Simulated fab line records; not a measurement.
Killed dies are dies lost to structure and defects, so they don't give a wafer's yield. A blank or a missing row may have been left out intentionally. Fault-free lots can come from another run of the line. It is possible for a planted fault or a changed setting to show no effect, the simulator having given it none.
Comparing a struck lot with a sound one | flow n5_finfet | 36 out of 1938 route steps
Sound: wafers L387.2, L387.3, L387.5. Struck: wafer L395.3 (left out: L395.4, a lot-mate that was not struck); the cause follows at the end.
At each step with rows: each side's tool, then ch and its chambers, then its first start. Under that, the readings that differ: sound wafers | struck wafers | difference of the means | sigmas: that difference in standard deviations of wafers without a fault.
alike: a reading whose means differ by less than 2 such deviations, as well as words and numbers matching on both sides. not compared: withheld readings; readings where some wafer has no value; bounds like >300 that might hide an equal value; numbers whose values overlap and for which the record gives no deviation.
Wherever a step has rows on one side only, a row that says differs or no value, or a row with sigmas, the two part there. When numbers do not overlap yet have no deviation, they are printed without sigmas and do not part them. Lack of a reading on every wafer of one side parts them only where that side has two or more wafers.

first, 9 steps without rows for these wafers: N5_PMOS_HMC_CHANNEL_EPI_EPI_26 (deposits Si from SiH4/H2, target thk 3.8 nm, time 22.7 s); N5_FIN_SAQP_PRECLEAN_42 (cleans in O3/DIW, time 60 s); N5_FIN_SAQP_PRECLEAN_00 (cleans in SC1, time 60 s); N5_FIN_SAQP_PRECLEAN_44 (cleans in SC2, time 45 s); N5_FIN_SAQP_SRD_01 (time 30 s); N5_FIN_SAQP_ALD_61 (deposits SiO2, target thk 4 nm, pulse time 1 s, purge time 2 s); N5_FIN_SAQP_DENSIFY_62 (time 60 s); N5_FIN_SAQP_HM_DEP_03 (deposits SiNx from SiH4/NH3/N2, target thk 38 nm, time 33.6 s); N5_FIN_SAQP_PECVD_47 (deposits a-Si from SiH4/He, target thk 45 nm, time 36.3 s).
N5_FIN_SAQP_PECVD_48: deposits SiNx from SiH4/NH3/N2, target thk 25 nm, time 22.1 s.
  sound on pecvd-01 ch 0,1,2, day 3 03:32; struck on pecvd-01 ch 1, day 5 06:29
  reading                                     | sound             | struck | difference | sigmas
  model.SiNx_of_FIN_SAQP_PECVD_48.thk_nm (nm) | 25.13 24.93 24.79 | 28.29  | +3.34      |
  alike: heater_power_w, showerhead_plenum_p_Torr, throttle_valve_pct
then, 24 steps without rows for these wafers: N5_FIN_SAQP_PECVD_06 (deposits a-Si from SiH4/He, target thk 60 nm, time 48.1 s); N5_FIN_SAQP_HM_DEP_72 (deposits SiO2 from SiH4/N2O, target thk 12 nm, time 7.2 s); N5_FIN_SAQP_COAT_49 (time 60 s, resist thk 100 nm); N5_FIN_SAQP_COAT_50 (time 60 s, resist thk 35 nm); N5_FIN_SAQP_COAT_10 (resist thk 90 nm); N5_FIN_SAQP_EBR_12; N5_FIN_SAQP_SOFTBAKE_11 (time 60 s); N5_FIN_SAQP_EXPOSE_13 (exposes mask FIN CORE, target cd 35.6 nm); N5_FIN_SAQP_PEB_14 (peb time 60 s); N5_FIN_SAQP_DEVELOP_15 (develop time 30 s); N5_FIN_SAQP_DESCUM_21 (chemistry O2, time 7.9 s); N5_FIN_SAQP_ETCH_51 (etches SiARC in CF4, target depth 45.5 nm, time 75.8 s); N5_FIN_SAQP_ETCH_52 (etches SOC in N2/H2, target depth 100 nm, overetch 20 nm, time 150 s); N5_FIN_SAQP_STRIP_53 (strips in N2/H2); N5_FIN_SAQP_HM_OPEN_73 (chemistry CHF3/O2, target SiO2, stops on a-Si, target depth 12 nm, time 16.8 s); N5_FIN_SAQP_STRIP_74 (strips in CHF3/O2); N5_FIN_SAQP_MANDREL_ETCH_22 (etches a-Si in HBr/Cl2, stops on SiNx, target depth 60 nm, bt time 10 s, time 30 s); N5_FIN_SAQP_STRIP_55 (strips in N2/H2); N5_FIN_SAQP_STRIP_23 (strips in SPM, time 750 s); N5_FIN_SAQP_SRD_66 (time 30 s); N5_FIN_SAQP_RECESS_75 (chemistry HF/NH3, target SiO2, target depth 14.4 nm, afs cycles 3, sublimation time 60 s); N5_FIN_SAQP_SPACER1_ALD_24 (deposits SiO2, target thk 20.3 nm, pulse time 1 s, purge time 2 s); N5_FIN_SAQP_SPACER1_ETCHBACK_25 (etches SiO2 in CHF3/O2, target depth 24.4 nm, time 12.2 s); N5_FIN_SAQP_MANDREL1_REMOVE_56 (chemistry HBr/Cl2/O2, target a-Si, stops on SiNx, bt time 10 s).
N5_FIN_SAQP_ETCH_57: etches SiNx in CH3F/O2, target depth 32.5 nm, time 46.4 s.
  sound on rie_diel-03 ch 0,2, day 3 06:40; struck on rie_diel-05 ch 2, day 5 09:53
  reading                         | sound             | struck | difference | sigmas
  etch_rf_on_time_s (s)           | 46.9 46.4 45.9    | 53.4   | +7.0       | +7
  showerhead_plenum_p_Torr (Torr) | 2.08 2.01 2.01    | 1.89   | -0.14      | -2
  model.etch.depth_nm (nm)        | 24.99 24.85 24.71 | 28.16  | +3.31      |
  alike: drypump_motor_current_A, oes_product_au, rf_vpp_V, throttle_valve_pct
  not compared: rf_hours_counter_h
-- the record jumps here: 10 days lie between the struck wafers' starts before and after (it left off in module FIN_SAQP and takes up again in module PASSIVATION, whose first step shown is number 1936 of the route) --
N5_PASSIVATION_PROBE_49:
  record: rows for the struck wafers here (prober-01, day 15 12:30), none for the sound ones

WHERE THEY PART
Earliest at N5_FIN_SAQP_ETCH_57; latest, in this record, at N5_PASSIVATION_PROBE_49.

WHY: whatever the simulator had introduced
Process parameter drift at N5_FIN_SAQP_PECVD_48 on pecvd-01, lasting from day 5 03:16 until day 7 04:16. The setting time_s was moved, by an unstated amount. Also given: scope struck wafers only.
